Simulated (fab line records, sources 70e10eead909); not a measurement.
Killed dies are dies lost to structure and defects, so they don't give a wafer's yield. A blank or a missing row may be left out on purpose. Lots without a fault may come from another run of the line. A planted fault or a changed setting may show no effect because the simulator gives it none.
Which tool did it? | flow nand_harc | 20 lots, 60 wafers sampled, at 6 steps of a route of 1302

WHAT THE GAUGES READ, wafer by wafer
The record holds no reading of a measuring or inspecting step that can be judged against a usual standard deviation.

WHICH TOOL RAN EACH LOT (tool, then ch and the chambers of the sampled wafers, then the start)
lot  | NHARC_A_CHANNEL_HOLE_D1_ETCH_44    | NHARC_A_CHANNEL_HOLE_D2_ETCH_23  | NHARC_A_CHANNEL_FILL_D2_ALD_02   | NHARC_A_STAIRCASE_DEP_156       | NHARC_A_STAIRCASE_ETCH_169         | NHARC_A_STAIRCASE_DESCUM_11
L074 | rie_diel-02 ch 1,3, day 8 15:28    | har_etch-02 ch 0, day 13 04:22   | ald_hk-04 ch 0,2, day 13 08:56   | pecvd-01 ch 0,2, day 15 09:03   | rie_diel-02 ch 0,1, day 15 10:17   | rie_diel-03 ch 0,1,2, day 15 12:22
L075 | rie_diel-13 ch 0,1,3, day 9 04:39  | har_etch-01 ch 0,1, day 13 13:13 | ald_hk-02 ch 0,2,3, day 13 17:51 | pecvd-01 ch 0,1,2, day 15 17:57 | rie_diel-05 ch 1,3, day 15 18:50   | rie_diel-03 ch 0,1,3, day 15 20:32
L076 | rie_diel-13 ch 2,3, day 9 15:25    | har_etch-01 ch 0,1, day 14 15:39 | ald_hk-01 ch 0,1,2, day 14 20:19 | pecvd-01 ch 0,1,2, day 16 20:54 | rie_diel-05 ch 0,1,2, day 16 21:56 | rie_diel-05 ch 0,1, day 17 01:01
L077 | rie_diel-13 ch 1,2,3, day 9 22:50  | har_etch-02 ch 0,1, day 14 15:28 | ald_hk-02 ch 0,1,3, day 14 20:04 | pecvd-04 ch 0,1, day 16 20:44   | rie_diel-03 ch 0,1, day 16 21:38   | rie_diel-03 ch 0,2,3, day 17 01:02
L078 | rie_diel-02 ch 0,1,2, day 9 23:14  | har_etch-01 ch 0,1, day 14 11:30 | ald_hk-02 ch 1,2, day 14 15:57   | pecvd-04 ch 0,1,2, day 16 16:56 | rie_diel-02 ch 1,2,3, day 16 17:52 | rie_diel-02 ch 0,3, day 16 19:37
L079 | rie_diel-13 ch 1,2,3, day 10 15:11 | har_etch-02 ch 0,1, day 15 00:01 | ald_hk-01 ch 0,1,2, day 15 04:31 | pecvd-04 ch 0,1,2, day 17 04:09 | rie_diel-02 ch 1,2,3, day 17 05:08 | rie_diel-02 ch 1,2,3, day 17 06:53
L080 | rie_diel-13 ch 0,1,2, day 11 10:14 | har_etch-02 ch 0, day 15 16:44   | ald_hk-01 ch 0,1,2, day 15 21:21 | pecvd-04 ch 0,1,2, day 17 23:51 | rie_diel-03 ch 0,2, day 18 00:47   | rie_diel-02 ch 1,2,3, day 18 02:43
L081 | rie_diel-02 ch 0,1,2, day 11 22:45 | har_etch-01 ch 0, day 16 08:26   | ald_hk-01 ch 1,2, day 16 12:53   | pecvd-01 ch 0,1, day 18 12:26   | rie_diel-03 ch 2,3, day 18 13:30   | rie_diel-02 ch 0,1,2, day 18 15:20
L082 | rie_diel-13 ch 1,2,3, day 12 02:52 | har_etch-02 ch 0,1, day 16 06:43 | ald_hk-01 ch 1,2,3, day 16 11:10 | pecvd-04 ch 0,1,2, day 18 12:16 | rie_diel-02 ch 0,2, day 18 13:21   | rie_diel-03 ch 0,1,3, day 18 15:07
L083 | rie_diel-13 ch 0,2,3, day 12 15:02 | har_etch-01 ch 0,1, day 17 13:16 | ald_hk-04 ch 1,2,3, day 17 18:28 | pecvd-01 ch 0,2, day 19 20:30   | rie_diel-05 ch 0,1,3, day 19 21:35 | rie_diel-05 ch 1,2,3, day 19 23:27
L084 | rie_diel-13 ch 1,2, day 12 21:14   | har_etch-02 ch 0,1, day 17 13:27 | ald_hk-02 ch 0,2,3, day 17 18:26 | pecvd-01 ch 0,2, day 20 00:46   | rie_diel-02 ch 1,3, day 20 01:46   | rie_diel-02 ch 0,1,3, day 20 08:41
L085 | rie_diel-13 ch 0,1,2, day 13 01:33 | har_etch-02 ch 0,1, day 17 17:22 | ald_hk-02 ch 0,2, day 17 21:55   | pecvd-02 ch 0,2, day 19 20:28   | rie_diel-05 ch 0,1,2, day 19 21:26 | rie_diel-02 ch 1,2,3, day 19 23:11
L086 | rie_diel-05 ch 1,2, day 13 16:14   | har_etch-01 ch 0,1, day 18 02:18 | ald_hk-01 ch 0,1,3, day 18 06:40 | pecvd-02 ch 0,1,2, day 20 06:37 | rie_diel-02 ch 1,2, day 20 09:17   | rie_diel-05 ch 2,3, day 20 11:05
L087 | rie_diel-05 ch 0,1, day 14 03:38   | har_etch-01 ch 0,1, day 18 17:21 | ald_hk-02 ch 1,2,3, day 18 21:49 | pecvd-04 ch 0,1,2, day 21 01:43 | rie_diel-02 ch 0,3, day 21 02:35   | rie_diel-02 ch 1,2, day 21 04:20
L088 | rie_diel-13 ch 0,1,3, day 14 14:40 | har_etch-01 ch 0,1, day 19 03:02 | ald_hk-02 ch 1,2,3, day 19 07:28 | pecvd-04 ch 0,1, day 21 07:59   | rie_diel-02 ch 0,2,3, day 21 09:04 | rie_diel-05 ch 0,1,3, day 21 11:01
L089 | rie_diel-13 ch 0,1,2, day 14 23:09 | har_etch-02 ch 0,1, day 19 04:25 | ald_hk-02 ch 1,2, day 19 12:14   | pecvd-04 ch 0,1,2, day 21 13:40 | rie_diel-02 ch 1,2,3, day 21 14:37 | rie_diel-05 ch 0,1,3, day 21 16:13
L090 | rie_diel-13 ch 1,2, day 15 15:38   | har_etch-02 ch 0,1, day 20 02:25 | ald_hk-02 ch 2,3, day 20 06:43   | pecvd-02 ch 0,1,2, day 22 08:55 | rie_diel-03 ch 0,1, day 22 10:02   | rie_diel-05 ch 0,1, day 22 11:39
L093 | rie_diel-05 ch 2,3, day 16 19:21   | har_etch-02 ch 0,1, day 21 13:11 | ald_hk-02 ch 1,2,3, day 21 17:44 | pecvd-01 ch 0,2, day 23 20:20   | rie_diel-02 ch 1,2,3, day 23 21:17 | rie_diel-05 ch 1,2,3, day 23 23:07
L094 | rie_diel-13 ch 0,2,3, day 17 08:17 | har_etch-02 ch 0,1, day 21 22:41 | ald_hk-01 ch 0,2,3, day 22 03:54 | pecvd-01 ch 0,1, day 24 05:52   | rie_diel-05 ch 0,1,2, day 24 06:56 | rie_diel-03 ch 2,3, day 24 08:41
L095 | rie_diel-13 ch 0,1, day 17 12:24   | har_etch-01 ch 0,1, day 21 22:50 | ald_hk-01 ch 0,2,3, day 22 03:32 | pecvd-02 ch 0,1,2, day 24 05:50 | rie_diel-02 ch 1,2, day 24 06:42   | rie_diel-02 ch 0,1, day 24 08:20
- NHARC_A_CHANNEL_HOLE_D1_ETCH_44: etches the open film in CF4/O2, target depth 140 nm, overetch 14 nm, time 77 s.
- NHARC_A_CHANNEL_HOLE_D2_ETCH_23: etches the open film in C4F8/O2/Ar, time 819 s, target depth 1600 nm.
- NHARC_A_CHANNEL_FILL_D2_ALD_02: deposits SiO2, target thk 6 nm, pulse time 10 s, ald cycles 60.
- NHARC_A_STAIRCASE_DEP_156: deposits SiNx, target thk 50 nm.
- NHARC_A_STAIRCASE_ETCH_169: etches the open film in CH3F/O2, target depth 50 nm, time 107.1 s.
- NHARC_A_STAIRCASE_DESCUM_11: chemistry O2, time 3 s.

WHAT THE TOOLS THEMSELVES READ (means of the sampled wafers that have a number; where no wafer has one, the mark that the record gives instead)
NHARC_A_CHANNEL_HOLE_D1_ETCH_44.
lot  | tool        | chamber_pressure_mTorr (mTorr) | drypump_motor_current_A (A) | oes_product_au (a.u.) | rf_vpp_V (V) | showerhead_plenum_p_Torr (Torr) | throttle_valve_pct (%)
L074 | rie_diel-02 | 30.024                         | 6.03                        | 0.998                 | 197.6        | 1.33                            | 13.397
L075 | rie_diel-13 | 29.980                         | 5.74                        | 0.993                 | 198.6        | 1.33                            | 13.396
L076 | rie_diel-13 | 30.014                         | 5.70                        | 0.994                 | 197.3        | 1.34                            | 13.400
L077 | rie_diel-13 | 29.972                         | 5.67                        | 1.002                 | 197.9        | 1.33                            | 13.398
L078 | rie_diel-02 | 30.028                         | 5.83                        | 1.002                 | 197.2        | 1.32                            | 13.403
L079 | rie_diel-13 | 29.982                         | 5.68                        | 0.998                 | 198.1        | 1.33                            | 13.400
L080 | rie_diel-13 | 29.982                         | 5.77                        | 1.002                 | 198.1        | 1.35                            | 13.404
L081 | rie_diel-02 | 30.003                         | 5.85                        | 0.998                 | 197.2        | 1.31                            | 13.397
L082 | rie_diel-13 | 29.984                         | 5.68                        | 0.996                 | 197.8        | 1.33                            | 13.402
L083 | rie_diel-13 | 30.013                         | 5.82                        | 0.996                 | 198.4        | 1.36                            | 13.397
L084 | rie_diel-13 | 29.983                         | 5.65                        | 1.009                 | 197.4        | 1.32                            | 13.391
L085 | rie_diel-13 | 29.989                         | 5.83                        | 1.016                 | 197.9        | 1.35                            | 13.396
L086 | rie_diel-05 | 30.015                         | 6.06                        | 0.999                 | 197.4        | 1.37                            | 13.399
L087 | rie_diel-05 | 30.014                         | 6.34                        | 0.999                 | 198.1        | 1.35                            | 13.403
L088 | rie_diel-13 | 29.999                         | 5.76                        | 1.000                 | 197.9        | 1.32                            | 13.397
L089 | rie_diel-13 | 30.016                         | 5.80                        | 0.997                 | 197.9        | 1.34                            | 13.394
L090 | rie_diel-13 | 29.998                         | 5.64                        | 1.001                 | 197.9        | 1.31                            | 13.393
L093 | rie_diel-05 | 30.000                         | 5.40                        | 0.988                 | 197.7        | 1.33                            | 13.399
L094 | rie_diel-13 | 29.992                         | 5.81                        | 0.998                 | 198.7        | 1.36                            | 13.401
L095 | rie_diel-13 | 30.020                         | 5.71                        | 0.991                 | 197.6        | 1.31                            | 13.395

NHARC_A_CHANNEL_HOLE_D2_ETCH_23.
lot  | tool        | chamber_pressure_mTorr (mTorr) | drypump_motor_current_A (A) | he_backside_leak_sccm (sccm) | showerhead_plenum_p_Torr (Torr) | temp_c (C) | throttle_valve_pct (%)
L074 | har_etch-02 | 19.983                         | 6.7                         | 7.9                          | 3.47                            | -20.02     | 32.149
L075 | har_etch-01 | 20.012                         | 6.1                         | 5.8                          | 3.62                            | -20.10     | 32.152
L076 | har_etch-01 | 20.010                         | 6.1                         | 5.9                          | 3.62                            | -19.94     | 32.151
L077 | har_etch-02 | 19.998                         | 6.1                         | 7.4                          | 3.55                            | -19.97     | 32.155
L078 | har_etch-01 | 19.993                         | 6.3                         | 5.7                          | 3.56                            | -20.01     | 32.150
L079 | har_etch-02 | 19.997                         | 5.5                         | 8.3                          | 3.63                            | -20.04     | 32.160
L080 | har_etch-02 | 19.989                         | 6.7                         | 7.3                          | 3.46                            | -19.88     | 32.157
L081 | har_etch-01 | 20.005                         | 5.9                         | 6.0                          | 3.67                            | -19.75     | 32.161
L082 | har_etch-02 | 19.999                         | 5.6                         | 6.7                          | 3.62                            | -20.08     | 32.151
L083 | har_etch-01 | 20.001                         | 6.3                         | 5.8                          | 3.53                            | -20.00     | 32.151
L084 | har_etch-02 | 19.992                         | 5.6                         | 5.3                          | 3.78                            | -19.98     | 32.153
L085 | har_etch-02 | 19.998                         | 6.1                         | 5.4                          | 3.85                            | -20.14     | 32.153
L086 | har_etch-01 | 19.997                         | 6.1                         | 6.1                          | 3.59                            | -19.95     | 32.151
L087 | har_etch-01 | 19.993                         | 6.4                         | 5.8                          | 3.52                            | -20.02     | 32.154
L088 | har_etch-01 | 20.002                         | 6.1                         | 5.8                          | 3.58                            | -19.87     | 32.149
L089 | har_etch-02 | 19.986                         | 5.6                         | 5.5                          | 3.77                            | -20.11     | 32.148
L090 | har_etch-02 | 20.001                         | 6.1                         | 6.1                          | 3.83                            | -20.08     | 32.149
L093 | har_etch-02 | 20.009                         | 5.6                         | 6.0                          | 3.75                            | -19.99     | 32.152
L094 | har_etch-02 | 20.026                         | 6.1                         | 6.1                          | 3.82                            | -20.03     | 32.158
L095 | har_etch-01 | 19.971                         | 6.3                         | 5.8                          | 3.50                            | -20.06     | 32.150

NHARC_A_CHANNEL_FILL_D2_ALD_02.
lot  | tool      | heater_power_w (W) | precursor_pulse_height_rel
L074 | ald_hk-04 | 389                | 1.001
L075 | ald_hk-02 | 426                | 0.997
L076 | ald_hk-01 | 475                | 0.992
L077 | ald_hk-02 | 439                | 0.999
L078 | ald_hk-02 | 493                | 0.976
L079 | ald_hk-01 | 474                | 0.995
L080 | ald_hk-01 | 482                | 0.994
L081 | ald_hk-01 | 493                | 1.012
L082 | ald_hk-01 | 462                | 1.006
L083 | ald_hk-04 | 441                | 1.001
L084 | ald_hk-02 | 411                | 1.006
L085 | ald_hk-02 | 433                | 1.012
L086 | ald_hk-01 | 473                | 0.980
L087 | ald_hk-02 | 438                | 0.991
L088 | ald_hk-02 | 434                | 1.003
L089 | ald_hk-02 | 473                | 1.002
L090 | ald_hk-02 | 409                | 0.993
L093 | ald_hk-02 | 436                | 1.011
L094 | ald_hk-01 | 434                | 0.999
L095 | ald_hk-01 | 439                | 1.013

NHARC_A_STAIRCASE_DEP_156.
lot  | tool     | heater_power_w (W)
L074 | pecvd-01 | 761
L075 | pecvd-01 | 707
L076 | pecvd-01 | 697
L077 | pecvd-04 | 703
L078 | pecvd-04 | 746
L079 | pecvd-04 | 679
L080 | pecvd-04 | 714
L081 | pecvd-01 | 692
L082 | pecvd-04 | 656
L083 | pecvd-01 | 751
L084 | pecvd-01 | 751
L085 | pecvd-02 | 647
L086 | pecvd-02 | 651
L087 | pecvd-04 | 682
L088 | pecvd-04 | 676
L089 | pecvd-04 | 712
L090 | pecvd-02 | 637
L093 | pecvd-01 | 749
L094 | pecvd-01 | 660
L095 | pecvd-02 | 701

NHARC_A_STAIRCASE_ETCH_169.
lot  | tool        | chamber_pressure_mTorr (mTorr) | drypump_motor_current_A (A) | oes_product_au (a.u.) | rf_vpp_V (V) | showerhead_plenum_p_Torr (Torr) | throttle_valve_pct (%)
L074 | rie_diel-02 | 24.982                         | 5.8                         | 0.955                 | 243.0        | 2.43                            | 20.659
L075 | rie_diel-05 | 25.002                         | 5.5                         | 0.963                 | 245.5        | 2.51                            | 20.663
L076 | rie_diel-05 | 25.007                         | 6.2                         | 0.973                 | 243.8        | 2.42                            | 20.668
L077 | rie_diel-03 | 24.991                         | 5.7                         | 0.967                 | 245.3        | 2.51                            | 20.668
L078 | rie_diel-02 | 24.985                         | 6.1                         | 0.973                 | 243.6        | 2.38                            | 20.678
L079 | rie_diel-02 | 24.984                         | 6.0                         | 0.958                 | 244.1        | 2.38                            | 20.673
L080 | rie_diel-03 | 24.979                         | 6.3                         | 0.951                 | 242.6        | 2.36                            | 20.665
L081 | rie_diel-03 | 25.005                         | 6.5                         | 0.958                 | 242.7        | 2.35                            | 20.672
L082 | rie_diel-02 | 24.998                         | 5.7                         | 0.968                 | 244.0        | 2.44                            | 20.664
L083 | rie_diel-05 | 25.008                         | 6.0                         | 0.941                 | 244.4        | 2.43                            | 20.659
L084 | rie_diel-02 | 24.993                         | 6.1                         | 0.970                 | 244.1        | 2.41                            | 20.665
L085 | rie_diel-05 | 25.001                         | 6.2                         | 0.959                 | 244.7        | 2.41                            | 20.668
L086 | rie_diel-02 | 25.001                         | 6.0                         | 0.924                 | 243.1        | 2.34                            | 20.668
L087 | rie_diel-02 | 25.022                         | 5.7                         | 0.966                 | 245.1        | 2.48                            | 20.666
L088 | rie_diel-02 | 24.994                         | 5.9                         | 0.953                 | 243.6        | 2.41                            | 20.659
L089 | rie_diel-02 | 24.997                         | 6.1                         | 0.971                 | 243.7        | 2.36                            | 20.675
L090 | rie_diel-03 | 24.988                         | 5.6                         | 0.937                 | 245.6        | 2.51                            | 20.663
L093 | rie_diel-02 | 25.008                         | 6.0                         | 0.979                 | 242.9        | 2.36                            | 20.663
L094 | rie_diel-05 | 25.016                         | 6.2                         | 0.961                 | 242.8        | 2.39                            | 20.657
L095 | rie_diel-02 | 25.012                         | 5.9                         | 0.962                 | 242.7        | 2.33                            | 20.670

NHARC_A_STAIRCASE_DESCUM_11.
lot  | tool        | chamber_pressure_mTorr (mTorr) | drypump_motor_current_A (A) | oes_product_au (a.u.) | rf_vpp_V (V) | showerhead_plenum_p_Torr (Torr) | throttle_valve_pct (%)
L074 | rie_diel-03 | 60.06                          | 6.0                         | 0.994                 | 57.6         | 1.91                            | 11.309
L075 | rie_diel-03 | 59.98                          | 5.8                         | 0.992                 | 58.0         | 1.95                            | 11.307
L076 | rie_diel-05 | 59.97                          | 6.5                         | 1.004                 | 57.6         | 1.85                            | 11.317
L077 | rie_diel-03 | 60.01                          | 6.2                         | 0.986                 | 57.8         | 1.88                            | 11.316
L078 | rie_diel-02 | 60.04                          | 5.9                         | 0.996                 | 58.1         | 1.92                            | 11.312
L079 | rie_diel-02 | 60.00                          | 6.0                         | 0.993                 | 57.6         | 1.85                            | 11.310
L080 | rie_diel-02 | 60.03                          | 6.0                         | 1.013                 | 57.6         | 1.85                            | 11.305
L081 | rie_diel-02 | 59.99                          | 5.8                         | 1.000                 | 57.6         | 1.86                            | 11.315
L082 | rie_diel-03 | 60.03                          | 5.9                         | 0.998                 | 57.6         | 1.94                            | 11.308
L083 | rie_diel-05 | 60.03                          | 5.7                         | 0.996                 | 57.2         | 1.92                            | 11.314
L084 | rie_diel-02 | 59.90                          | 5.9                         | 0.998                 | 57.3         | 1.89                            | 11.304
L085 | rie_diel-02 | 59.93                          | 6.0                         | 1.002                 | 57.4         | 1.84                            | 11.311
L086 | rie_diel-05 | 60.01                          | 5.6                         | 1.002                 | 57.9         | 1.87                            | 11.312
L087 | rie_diel-02 | 60.01                          | 6.0                         | 1.000                 | 57.9         | 1.82                            | 11.307
L088 | rie_diel-05 | 60.05                          | 6.1                         | 0.995                 | 56.9         | 1.89                            | 11.313
L089 | rie_diel-05 | 59.97                          | 6.0                         | 0.999                 | 57.2         | 1.89                            | 11.321
L090 | rie_diel-05 | 60.01                          | 6.4                         | 0.983                 | 57.4         | 1.91                            | 11.304
L093 | rie_diel-05 | 59.97                          | 5.7                         | 0.994                 | 57.4         | 1.91                            | 11.311
L094 | rie_diel-03 | 60.02                          | 6.4                         | 0.994                 | 57.6         | 1.86                            | 11.312
L095 | rie_diel-02 | 59.99                          | 5.8                         | 0.996                 | 57.9         | 1.87                            | 11.305

THE ANSWER, worked out from the rows above alone
Rule: what is usual is taken from the lots themselves. Put in order of their means at a reading, lots are off if they are a third of the lots or fewer, leave a main group of 4 or more, and stand apart from it by a gap of 3 or more times the standard deviation of the main group's means; of several such gaps the widest counts. A main group whose means are all the same, to the digits that the tables above print for the reading, isn't used. A lot without any number at a reading at which 4 lots or more have one is off too. The other lots that the step has rows for count as sound. The gauges are gone through in route order, then the tools' own readings, and for those a lot's mean is taken as printed above. The first step at which some lot is off is used, and at that step the reading that is off furthest; a lot without a number counts as furthest.
No lot is off at any reading shown: from this, nothing can be told.

WHAT THE SIMULATOR HAD PUT IN
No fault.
